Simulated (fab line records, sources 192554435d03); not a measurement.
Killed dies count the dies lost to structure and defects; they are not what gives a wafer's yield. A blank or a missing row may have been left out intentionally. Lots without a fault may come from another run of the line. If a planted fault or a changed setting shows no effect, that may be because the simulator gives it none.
Matching of chambers / flow n5-finfet / N5_BEOL_M2_STRIP_36 on rie-diel-05 has 4 sister chambers
The step strips in N2/H2. 4 wafers are shown with their chamber, then 7 later ones without.

== WAFERS WITH THEIR CHAMBER ==
wafer=L088.2; chamber=2; drypump-motor-current-A (A)=5.7
wafer=L088.5; chamber=3; drypump-motor-current-A (A)=5.0
wafer=L090.1; chamber=0; drypump-motor-current-A (A)=4.9
wafer=L090.3; chamber=1; drypump-motor-current-A (A)=5.6

== WAFERS WHOSE CHAMBER IS MISSING ==
wafer=L090.5; drypump-motor-current-A (A)=5.7
wafer=L091.2; drypump-motor-current-A (A)=5.7
wafer=L091.4; drypump-motor-current-A (A)=5.6
wafer=L091.6; drypump-motor-current-A (A)=5.0
wafer=L093.2; drypump-motor-current-A (A)=5.5
wafer=L093.3; drypump-motor-current-A (A)=5.7
wafer=L093.5; drypump-motor-current-A (A)=5.0

== THE CHAMBER EACH PASSED THROUGH ==
wafer=L090.5; from the rows above=2; in truth=2
wafer=L091.2; from the rows above=2; in truth=2
wafer=L091.4; from the rows above=1; in truth=1
wafer=L091.6; from the rows above=3; in truth=3
wafer=L093.2; from the rows above=1; in truth=1
wafer=L093.3; from the rows above=2; in truth=2
wafer=L093.5; from the rows above=3; in truth=3
Placed correctly: 7 of 7. Not placeable from these rows: 0. Number placed wrongly: 0.
How it was worked out, from the rows above alone: a wafer's distance from a chamber is the root of the sum, over the readings, of the square of ((its reading less the chamber's mean) divided by the reading's scatter). If the next closest chamber is less than 2 further off than the closest, the wafer can't be placed; otherwise it belongs to the closest. Each chamber's mean is taken over the wafers shown for it. The scatter: with one shown wafer a chamber, the root of the mean of the squares of how far each hidden wafer lies from its nearest shown one.
